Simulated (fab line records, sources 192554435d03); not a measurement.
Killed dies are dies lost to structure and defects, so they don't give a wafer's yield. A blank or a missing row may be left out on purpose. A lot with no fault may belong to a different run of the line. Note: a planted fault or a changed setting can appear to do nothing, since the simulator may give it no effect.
fab line records	flow n5Finfet
[record] lots = 5	wafers = 15	lastDay = 18
route steps=1938 shown FIN_CUT@161 BEOL_M4@1111 PASSIVATION@1936
lots that met no fault: taken from a fault-free run of the same line
startH: hours from the record's opening day to when the first of the lot's shown wafers began	waitH: hours since the lot's step before	" identical to the entry in the row above	L1.1+2: several wafers, shown together as one row	- no value present, or no start provided	* or withheld: withheld	< > ~ a bound
route shown NAME@n: a module of which the file shows steps, and the number in the route of the first	usual: mean/standard deviation taken from wafers without a fault	same: alike in all rows	chamber/n: place in a boat	sites: per-site readings	_std_site: their standard deviation	_edge_site: inner sites' mean taken away from outer sites' mean	radiusMm: how far each site lies from the wafer's centre	mask NAME#n: copy n	behind: the most recent tool/chamber to have shaped the wafer	hold: why the lot was held/for how many hours/how that ended	device: the transistor (n, p or np) that didn't switch	end of line: at the end of the route, the tests of the same wafers	where a step has no rows: the recipe by itself	killed: the dies lost at the first sort to structure and to defects; this is not the yield of the wafer	map: per-die view of a wafer (x killed, . not killed, _ where there is no die)
set.NAME: setting as actually run; set.NAME@STEP: the setting as run at that earlier step	model.NAME: the simulator's own value behind a step, which no gauge read
lots at selected steps of the route; one table per step, one row per wafer
services: from which hour (startH, from the record's first day; less than 0 if before it) a tool's chamber was out of use, for how many hours, and why
[[steps]]
[step N5_FIN_CUT_PEB_06]
[recipe] pebTempC = 100	pebTimeS = 60	resist = CAR-EUV
[step N5_FIN_CUT_DEVELOP_07]
[recipe] developTimeS = 30	developer = TMAH	resist = CAR-EUV	rinseLiquid = surfactantRinse	dry = airSpin	devTempC = 23
[step N5_FIN_CUT_DESCUM_13]
[recipe] chemistry = O2	timeS = 7	sourcePowerW = 50	biasPowerW = 20	pressureMtorr = 20	rfFrequencyHz = 2.712e+07	tempC = 40	resist = CAR-EUV	o2FlowSccm = 225
[step N5_FIN_CUT_ETCH_30]
[recipe] chemistry = N2/H2	target = underlayer	targetDepthA = 130	maskMaterial = CAR-EUV	timeS = 10.4	ionEnergyEv = 200	pressureMtorr = 30	sourceW = 840	biasW = 150	n2FlowSccm = 200	h2FlowSccm = 200	ends = cleared
[step N5_FIN_CUT_ETCH_20]
[recipe] chemistry = CF4	target = SiARC	targetDepthA = 260	maskMaterial = CAR-EUV	timeS = 43.3	ionEnergyEv = 80	pressureMtorr = 40	sourceW = 545	biasW = 36	Ar_flow_sccm = 100	cf4FlowSccm = 100	ends = cleared
[step N5_FIN_CUT_ETCH_21]
[recipe] chemistry = N2/H2	target = SOC	targetDepthA = 2190	overetchA = 438	maskMaterial = SiARC	tempC = 40	ionEnergyEv = 100	biasW = 61	timeS = 523.5	pressureMtorr = 30	sourceW = 850	n2FlowSccm = 200	h2FlowSccm = 200
[step N5_FIN_CUT_STRIP_23]
[recipe] chemistry = N2/H2	tempC = 40	n2FlowSccm = 200	h2FlowSccm = 200	rfFrequencyHz = 6e+07
[step N5_FIN_CUT_STRIP_31]
[recipe] chemistry = N2/H2	tempC = 40	n2FlowSccm = 200	h2FlowSccm = 200	rfFrequencyHz = 6e+07
[step N5_FIN_CUT_STRIP_24]
[recipe] chemistry = CF4	resist = SiARC	powerW = 300	biasPowerW = 75	pressureMtorr = 50	cf4FlowSccm = 150	rfFrequencyHz = 6e+07
[step N5_FIN_CUT_CUT_ETCH_26]
[recipe] chemistry = CH3F/O2	target = SiNx	targetDepthA = 390	maskMaterial = SOC	timeS = 55.7	pressureMtorr = 30	sourceW = 395	biasW = 73	Ar_flow_sccm = 150	CH3F_flow_sccm = 30	O2_flow_sccm = 20	ionEnergyEv = 120
[usual] CH3F_flow_sccm = 30.02/0.09	O2_flow_sccm = 20.00/0.059	biasW = 73.01/0.21	drypumpMotorCurrentA = 5.7/0.49	oesProductAu = 0.79/0.096	rfVppV = 298/11	showerheadPlenumPTorr = 2.01/0.068	throttleValvePct = 16.32/0.19
lot.wafer	tool	chamber	startH	waitH	CH3F_flow_sccm	O2_flow_sccm	biasW	drypumpMotorCurrentA	oesProductAu	rfHoursCounterH	rfVppV	showerheadPlenumPTorr	throttleValvePct	model.SOC_of_FIN_CUT_COAT_18.thkNm
L565.2	rieDiel-05	0	95.87	0.0	-	-	-	-	-	-	-	-	-	231
L565.4	"	2	"	"	-	-	-	-	-	-	-	-	-	230.6
L565.6	"	1	"	"	-	-	-	-	-	-	-	-	-	231
L566.2	rieDiel-03	1	100.44	0.0	-	-	-	-	-	-	-	-	-	230.8
L566.4	"	2	"	"	-	-	-	-	-	-	-	-	-	230.4
L566.5	"	2	"	"	-	-	-	-	-	-	-	-	-	230.4
L567.1	rieDiel-03	1	105.63	0.0	-	-	-	-	-	-	-	-	-	231
L567.3	"	0	"	"	-	-	-	-	-	-	-	-	-	230.4
L567.4	"	3	"	"	-	-	-	-	-	-	-	-	-	230.4
L575.1	rieDiel-05	3	153.85	0.0	30.07	20.08	73.05	5.8	0.71	195	313	2.08	16.75	212.2
L575.3	"	1	"	"	29.83	20.16	73.12	5.9	0.66	240	298	2.06	16.34	212.2
L575.4	"	2	"	"	30.07	20.02	73.22	5.0	0.86	61	303	1.93	16.21	211.6
L577.1	rieDiel-03	1	166.89	0.0	29.97	19.97	72.84	6.6	0.77	152	305	1.97	16.31	212.2
L577.4	"	0	"	"	30.05	20.09	72.76	6.1	0.85	56	310	2.01	16.24	211.2
L577.5	"	3	"	"	30.08	20.01	72.96	6.5	0.89	-	290	2.14	16.18	212.4
[step N5_FIN_CUT_CUT_ETCH_27]
[recipe] chemistry = CHF3/O2	target = SiO2	targetDepthA = 40	maskMaterial = SOC	overetchA = 20	timeS = 4.9	pressureMtorr = 30	sourceW = 650	biasW = 170	Ar_flow_sccm = 200	CHF3_flow_sccm = 50	O2_flow_sccm = 5	ionEnergyEv = 200
[step N5_FIN_CUT_PRECLEAN_35]
[recipe] timeS = 13.3	tempC = 45	pressureTorr = 125	pHfTorr = 3	pCoreactantTorr = 25	chemistry = vHF
[step N5_FIN_CUT_CUT_ETCH_15]
[recipe] chemistry = HBr/Cl2/O2	target = Si	targetDepthA = 1000	btTimeS = 10	maskMaterial = SOC	timeS = 42.4	ionEnergyEv = *	biasW = *	pressureMtorr = 10	icpW = 800	HBr_flow_sccm = 150	Cl2_flow_sccm = 80	O2_flow_sccm = 12
[step N5_FIN_CUT_CUT_ETCH_28]
[recipe] chemistry = HBr/Cl2/O2	target = Si	targetDepthA = 60	maskMaterial = SOC	timeS = 2.4	ionEnergyEv = *	biasW = *	pressureMtorr = 10	icpW = 800	HBr_flow_sccm = 150	Cl2_flow_sccm = 80	O2_flow_sccm = 12
[usual] HBr_flow_sccm = 150.0/0.47	O2_flow_sccm = 12.00/0.038	biasW = *	drypumpMotorCurrentA = 5.9/0.38	mfcCl2Sccm = 80.05/0.25	oesProductAu = 0.997/0.016	throttleValvePct = 37.1/0.37
lot.wafer	tool	chamber	startH	waitH	HBr_flow_sccm	O2_flow_sccm	biasW	drypumpMotorCurrentA	mfcCl2Sccm	oesProductAu	rfHoursCounterH	throttleValvePct	model.SOC_of_FIN_CUT_COAT_18.thkNm
L565.2	rieSi-06	3	96.38	0.0	150.5	11.97	*	6.3	79.63	0.991	125	36.8	187.4
L565.4	"	1	"	"	149.3	11.99	*	6.1	80.02	1.006	193	37.0	187.4
L565.6	"	1	"	"	149.4	11.99	*	6.1	80.58	1.012	-	37.0	187.4
L566.2	rieSi-05	0	100.68	0.0	150.5	11.97	*	5.2	80.31	0.980	3	37.2	187.4
L566.4	"	3	"	"	150.2	11.96	*	5.8	80.01	0.970	157	37.9	187.8
L566.5	"	2	"	"	149.5	12.02	*	6.4	80.10	0.984	-	37.2	186.2
L567.1	rieSi-05	2	105.88	0.0	150.1	12.03	*	6.4	79.62	0.993	91	37.2	186.8
L567.3	"	1	"	"	150.0	12.00	*	6.1	80.12	1.006	118	37.1	187.2
L567.4	"	0	"	"	150.5	12.03	*	5.2	80.47	0.984	3	37.2	186.8
L575.1	rieSi-04	3	154.10	0.0	149.8	11.99	*	5.7	79.70	1.015	29	36.8	169.4
L575.3	"	2	"	"	149.0	11.98	*	5.9	80.19	0.975	143	36.7	168.2
L575.4	"	1	"	"	150.0	12.01	*	5.9	80.25	1.017	100	36.8	170.2
L577.1	rieSi-04	3	167.21	0.0	150.2	12.05	*	5.7	80.00	1.011	29	36.8	169.6
L577.4	"	0	"	"	149.9	12.05	*	5.6	80.34	0.998	42	37.4	168
L577.5	"	2	"	"	150.1	12.01	*	5.9	79.48	0.978	-	36.8	168.2
[step N5_FIN_CUT_STRIP_22]
[recipe] chemistry = N2/H2	powerW = 500	tempC = 40	pressureMtorr = 50	rfFrequencyHz = 6e+07	overashFraction = 0.3	biasPowerW = 8	h2Frac = 0.5	n2FlowSccm = 300	h2FlowSccm = 300
[step N5_BEOL_M4_RC_MEAS_101]
[usual] DIBL_N = 37.2/2.5	DIBL_P = 38/3	IOFF_N = 0.17/0.044	IOFF_P = 0.24/0.059	ION_N = 667/13	ION_P = 461/7.9	SS_N = 71.8/0.86	SS_P = 73.6/0.92	VT_N = 250/4.1	VT_P = -249/3.9
lot.wafer	tool	chamber	startH	waitH	DIBL_N[mV/V]	DIBL_P[mV/V]	IOFF_N[nA/um]	IOFF_P[nA/um]	ION_N[uA/um]	ION_P[uA/um]	SS_N[mV/dec]	SS_P[mV/dec]	VT_N[mV]	VT_P[mV]
L575.1	prober-02	0	308.25	0.0	36.7	38	0.15	0.21	664	457	71.7	73.5	253	-253
L575.3	"	0	"	"	40.4	42	0.23	0.28	681	467	73.5	74.7	247	-250
L575.4	"	0	"	"	38.8	41	0.20	0.27	670	457	72.7	74.5	246	-249
L577.1	prober-02	0	314.09	0.0	31.5	33	0.09	0.15	642	449	70.5	72.2	260	-256
L577.4	"	0	"	"	34.6	34	0.13	0.17	657	447	70.6	72.6	256	-253
L577.5	"	0	"	"	35.4	35	0.14	0.18	660	454	71.4	72.5	252	-253
[step N5_PASSIVATION_PROBE_49]
[usual] killed_at_M0_to_M3 = 32/11	killed_at_M4_up = 12/4.4	killedAtContacts = 13/6.1	killedAtFrontEnd = 39/12	killedAtOther = 3.9/3	killedDies = 100/17	killedOnRim = 13/3.9	killedOpen = 66/12	killedShort = 33/7.4
[same] grossDies = 1180	killedAtBackSide = 0
lot.wafer	tool	chamber	startH	waitH	killed_at_M0_to_M3	killed_at_M4_up	killedAtContacts	killedAtFrontEnd	killedAtOther	killedDies	killedOnRim	killedOpen	killedShort
L565.2	prober-01	-	347.97	0.1	42	9	21	1108	0	1180	152	64	37
L565.4	prober-01	-	348.07	0.2	46	12	25	1097	0	1180	152	71	30
L565.6	prober-01	-	348.17	0.3	52	22	18	1085	3	1180	152	80	43
L567.1	prober-02	-	349.25	0.0	13	17	4	1146	0	1180	152	34	19
L567.3	prober-02	-	349.35	0.1	37	14	16	1112	1	1180	152	61	28
L567.4	prober-02	-	349.40	0.2	39	13	9	1114	5	1180	152	61	30
L566.2	prober-02	-	353.66	0.1	33	15	11	1114	7	1180	152	81	29
L566.4	prober-02	-	353.76	0.2	27	4	7	1134	8	1180	152	40	35
L566.5	prober-02	-	353.81	0.2	36	9	10	1114	11	1180	152	80	35
L577.1	prober-02	-	422.25	0.0	23	9	10	51	6	99	9	66	32
L577.4	prober-02	-	422.40	0.2	26	13	10	46	7	102	18	73	28
L577.5	prober-02	-	422.45	0.2	31	10	7	46	5	99	8	74	24
// killed by level:class
L565.2 FIN_CUT:areaEtch=1075 MOL_CONTACT_COAG:geometricParticle:open=14 BEOL_M0_SAQP:geometricParticle:open=11 STI_FIN_REVEAL:geometricParticle:open=10 BEOL_M3:geometricParticle:open=9 MOL_CONTACT_COAG:geometricParticle:short=7 BEOL_M0_SAQP:geometricParticle:short=7 BEOL_M2:geometricParticle:open=7
L565.4 FIN_CUT:areaEtch=1079 MOL_CONTACT_COAG:geometricParticle:open=19 BEOL_M0_SAQP:geometricParticle:short=14 STI_FIN_REVEAL:geometricParticle:open=10 BEOL_M0_SAQP:geometricParticle:open=9 BEOL_M2:geometricParticle:open=9 BEOL_M3:geometricParticle:open=8 BEOL_M4:geometricParticle:open=7
L565.6 FIN_CUT:areaEtch=1053 BEOL_M0_SAQP:geometricParticle:short=18 MOL_CONTACT_COAG:geometricParticle:open=15 BEOL_M4:geometricParticle:open=13 STI_FIN_REVEAL:geometricParticle:open=9 BEOL_M0_SAQP:geometricParticle:open=9 BEOL_M1:geometricParticle:open=8 BEOL_M2:geometricParticle:short=5
L567.1 FIN_CUT:areaEtch=1124 BEOL_M4:geometricParticle:open=7 STI_FIN_REVEAL:geometricParticle:open=5 STARTING-WAFER:geometricParticle:open=5 BEOL_M1:geometricParticle:open=4 BEOL_M0_SAQP:geometricParticle:short=4 MOL_CONTACT_COAG:geometricParticle:open=3 BEOL_M4:geometricParticle:short=3
L567.3 FIN_CUT:areaEtch=1090 MOL_CONTACT_COAG:geometricParticle:open=14 BEOL_M0_SAQP:geometricParticle:open=10 BEOL_M0_SAQP:geometricParticle:short=9 BEOL_M1:geometricParticle:open=7 BEOL_M4:geometricParticle:open=6 BEOL_M2:geometricParticle:open=5 DUMMY_GATE:geometricParticle:open=4
L567.4 FIN_CUT:areaEtch=1089 MOL_CONTACT_COAG:geometricParticle:open=8 BEOL_M0_SAQP:geometricParticle:short=8 BEOL_M0_SAQP:geometricParticle:open=7 BEOL_M4:geometricParticle:open=7 BEOL_M1:geometricParticle:open=6 BEOL_M2:geometricParticle:open=6 DUMMY_GATE:geometricParticle:open=5
L566.2 FIN_CUT:areaEtch=1068 STI_FIN_REVEAL:geometricParticle:open=17 MOL_CONTACT_COAG:geometricParticle:open=10 BEOL_M1:geometricParticle:open=10 BEOL_M0_SAQP:geometricParticle:short=9 BEOL_M0_SAQP:geometricParticle:open=8 FIN_SAQP:geometricParticle:short=7 FIN_SAQP:geometricParticle:open=7
L566.4 FIN_CUT:areaEtch=1105 MOL_CONTACT_COAG:geometricParticle:open=6 BEOL_M0_SAQP:geometricParticle:short=6 BEOL_M0_SAQP:geometricParticle:open=6 BEOL_M2:geometricParticle:open=6 FIN_SAQP:geometricParticle:open=5 ILD0:geometricParticle:short=5 STI_FIN_REVEAL:geometricParticle:open=4
L566.5 FIN_CUT:areaEtch=1064 STI_FIN_REVEAL:geometricParticle:open=19 BEOL_M3:geometricParticle:open=12 BEOL_M0_SAQP:geometricParticle:open=7 FIN_SAQP:geometricParticle:short=6 MOL_CONTACT_COAG:geometricParticle:open=6 STARTING-WAFER:geometricParticle:open=6 BEOL_M1:geometricParticle:open=5
L577.1 GATE_CUT:geometricParticle:open=12 FIN_SAQP:geometricParticle:short=9 GATE_CUT:geometricParticle:short=8 FIN_SAQP:geometricParticle:open=6 DUMMY_GATE:geometricParticle:open=6 MOL_CONTACT_COAG:geometricParticle:open=6 BEOL_M2:geometricParticle:open=6 BEOL_M1:geometricParticle:open=5
L577.4 MOL_CONTACT_COAG:geometricParticle:open=10 DUMMY_GATE:geometricParticle:open=9 BEOL_M1:geometricParticle:open=9 STI_FIN_REVEAL:geometricParticle:open=8 GATE_CUT:geometricParticle:open=6 GATE_CUT:geometricParticle:short=6 BEOL_M2:geometricParticle:open=5 BEOL_M6:geometricParticle:open=5
L577.5 FIN_SAQP:geometricParticle:open=10 MOL_CONTACT_COAG:geometricParticle:open=7 BEOL_M3:geometricParticle:open=7 BEOL_M1:geometricParticle:open=7 DUMMY_GATE:geometricParticle:open=6 GATE_CUT:geometricParticle:open=6 BEOL_M0_SAQP:geometricParticle:short=6 GATE_CUT:geometricParticle:short=5
// map L565.2 (x killed, . not)
_________________xxxxxxxxxxxx________________
______________xxxxxxxxxxxxxxxxxx_____________
___________xxxxxxxxxxxxxxxxxxxxxxxx__________
__________xxxxxxxxxxxxxxxxxxxxxxxxxx_________
________xxxxxxxxxxxxxxxxxxxxxxxxxxxxxx_______
_______xxxxxxxxxxxxxxxxxxxxxxxxxxxxxxxx______
______xxxxxxxxxxxxxxxxxxxxxxxxxxxxxxxxxx_____
_____xxxxxxxxxxxxxxxxxxxxxxxxxxxxxxxxxxxx____
____xxxxxxxxxxxxxxxxxxxxxxxxxxxxxxxxxxxxxx___
___xxxxxxxxxxxxxxxxxxxxxxxxxxxxxxxxxxxxxxxx__
___xxxxxxxxxxxxxxxxxxxxxxxxxxxxxxxxxxxxxxxx__
__xxxxxxxxxxxxxxxxxxxxxxxxxxxxxxxxxxxxxxxxxx_
__xxxxxxxxxxxxxxxxxxxxxxxxxxxxxxxxxxxxxxxxxx_
_xxxxxxxxxxxxxxxxxxxxxxxxxxxxxxxxxxxxxxxxxxxx
_xxxxxxxxxxxxxxxxxxxxxxxxxxxxxxxxxxxxxxxxxxxx
_xxxxxxxxxxxxxxxxxxxxxxxxxxxxxxxxxxxxxxxxxxxx
_xxxxxxxxxxxxxxxxxxxxxxxxxxxxxxxxxxxxxxxxxxxx
_xxxxxxxxxxxxxxxxxxxxxxxxxxxxxxxxxxxxxxxxxxxx
_xxxxxxxxxxxxxxxxxxxxxxxxxxxxxxxxxxxxxxxxxxxx
_xxxxxxxxxxxxxxxxxxxxxxxxxxxxxxxxxxxxxxxxxxxx
_xxxxxxxxxxxxxxxxxxxxxxxxxxxxxxxxxxxxxxxxxxxx
__xxxxxxxxxxxxxxxxxxxxxxxxxxxxxxxxxxxxxxxxxx_
__xxxxxxxxxxxxxxxxxxxxxxxxxxxxxxxxxxxxxxxxxx_
___xxxxxxxxxxxxxxxxxxxxxxxxxxxxxxxxxxxxxxxx__
___xxxxxxxxxxxxxxxxxxxxxxxxxxxxxxxxxxxxxxxx__
____xxxxxxxxxxxxxxxxxxxxxxxxxxxxxxxxxxxxxx___
_____xxxxxxxxxxxxxxxxxxxxxxxxxxxxxxxxxxxx____
______xxxxxxxxxxxxxxxxxxxxxxxxxxxxxxxxxx_____
_______xxxxxxxxxxxxxxxxxxxxxxxxxxxxxxxx______
________xxxxxxxxxxxxxxxxxxxxxxxxxxxxxx_______
__________xxxxxxxxxxxxxxxxxxxxxxxxxx_________
___________xxxxxxxxxxxxxxxxxxxxxxxx__________
______________xxxxxxxxxxxxxxxxxx_____________
_________________xxxxxxxxxxxx________________
// map L566.2 (x killed, . not)
_________________xxxxxxxxxxxx________________
______________xxxxxxxxxxxxxxxxxx_____________
___________xxxxxxxxxxxxxxxxxxxxxxxx__________
__________xxxxxxxxxxxxxxxxxxxxxxxxxx_________
________xxxxxxxxxxxxxxxxxxxxxxxxxxxxxx_______
_______xxxxxxxxxxxxxxxxxxxxxxxxxxxxxxxx______
______xxxxxxxxxxxxxxxxxxxxxxxxxxxxxxxxxx_____
_____xxxxxxxxxxxxxxxxxxxxxxxxxxxxxxxxxxxx____
____xxxxxxxxxxxxxxxxxxxxxxxxxxxxxxxxxxxxxx___
___xxxxxxxxxxxxxxxxxxxxxxxxxxxxxxxxxxxxxxxx__
___xxxxxxxxxxxxxxxxxxxxxxxxxxxxxxxxxxxxxxxx__
__xxxxxxxxxxxxxxxxxxxxxxxxxxxxxxxxxxxxxxxxxx_
__xxxxxxxxxxxxxxxxxxxxxxxxxxxxxxxxxxxxxxxxxx_
_xxxxxxxxxxxxxxxxxxxxxxxxxxxxxxxxxxxxxxxxxxxx
_xxxxxxxxxxxxxxxxxxxxxxxxxxxxxxxxxxxxxxxxxxxx
_xxxxxxxxxxxxxxxxxxxxxxxxxxxxxxxxxxxxxxxxxxxx
_xxxxxxxxxxxxxxxxxxxxxxxxxxxxxxxxxxxxxxxxxxxx
_xxxxxxxxxxxxxxxxxxxxxxxxxxxxxxxxxxxxxxxxxxxx
_xxxxxxxxxxxxxxxxxxxxxxxxxxxxxxxxxxxxxxxxxxxx
_xxxxxxxxxxxxxxxxxxxxxxxxxxxxxxxxxxxxxxxxxxxx
_xxxxxxxxxxxxxxxxxxxxxxxxxxxxxxxxxxxxxxxxxxxx
__xxxxxxxxxxxxxxxxxxxxxxxxxxxxxxxxxxxxxxxxxx_
__xxxxxxxxxxxxxxxxxxxxxxxxxxxxxxxxxxxxxxxxxx_
___xxxxxxxxxxxxxxxxxxxxxxxxxxxxxxxxxxxxxxxx__
___xxxxxxxxxxxxxxxxxxxxxxxxxxxxxxxxxxxxxxxx__
____xxxxxxxxxxxxxxxxxxxxxxxxxxxxxxxxxxxxxx___
_____xxxxxxxxxxxxxxxxxxxxxxxxxxxxxxxxxxxx____
______xxxxxxxxxxxxxxxxxxxxxxxxxxxxxxxxxx_____
_______xxxxxxxxxxxxxxxxxxxxxxxxxxxxxxxx______
________xxxxxxxxxxxxxxxxxxxxxxxxxxxxxx_______
__________xxxxxxxxxxxxxxxxxxxxxxxxxx_________
___________xxxxxxxxxxxxxxxxxxxxxxxx__________
______________xxxxxxxxxxxxxxxxxx_____________
_________________xxxxxxxxxxxx________________
[[services]]
tool	chamber	startH	hours	kind
rieSi-06	0	74.82	4.1	repair
rieDiel-05	3	77.89	10.9	repair
rieDiel-03	0	77.97	4.1	repair
rieSi-04	1	91.15	37.1	repair
rieDiel-05	0	118.41	3.1	repair
rieDiel-03	-	134.45	2.8	pm
rieDiel-05	-	139.00	2.8	pm
rieSi-06	1	149.14	-	clean
rieSi-06	1	149.14	18.9	scheduledDown
rieSi-06	1	149.14	18.9	ventCycle
rieDiel-05	3	158.44	5.2	repair
[[key]]
[firstSign] step = N5_FIN_CUT_CUT_ETCH_26	reading = toolRecord	direction = missing
[effect] step = N5_PASSIVATION_PROBE_49	reading = killedAtFrontEnd	direction = up	sigmas = 92	usual = 39	struck = 1114
[modelEffect] step = N5_FIN_CUT_CUT_ETCH_26	value = SOC_of_FIN_CUT_COAT_18.thkNm	without = 212.5	struck = 230.7
[modelEffect] step = N5_FIN_CUT_CUT_ETCH_28	value = SOC_of_FIN_CUT_COAT_18.thkNm	without = 169	struck = 187.2
[moreKillsBornAt] N5_FIN_CUT_CUT_ETCH_26@rieDiel-03 = 6540	N5_FIN_CUT_CUT_ETCH_26@rieDiel-05 = 3204
metAt N5_FIN_CUT_CUT_ETCH_26
struckWafers L565.2,L565.4,L565.6,L566.2,L566.4,L566.5,L567.1,L567.3,L567.4
laterRowsLeftOut L565.2,L565.4,L565.6,L566.2,L566.4,L566.5,L567.1,L567.3,L567.4
testerLeftOut L565,L566,L567
[fault] kind = skippedStepWhole	tool = rieDiel-03,rieDiel-05	chamber = -	onsetH = 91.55	steps = N5_FIN_CUT_CUT_ETCH_26	scope = struckLotsOnly
// testerLeftOut: of these lots the tester's yield and bins aren't shown, on N5 and GAA mostly nor the transistor test; their killed dies are dies lost to structure and defects alone, not to doping, threshold or leakage, so they don't give the yield
// laterRowsLeftOut: the simulator's readings of these wafers behind a module that went badly wrong aren't trusted and aren't shown, but for the sort
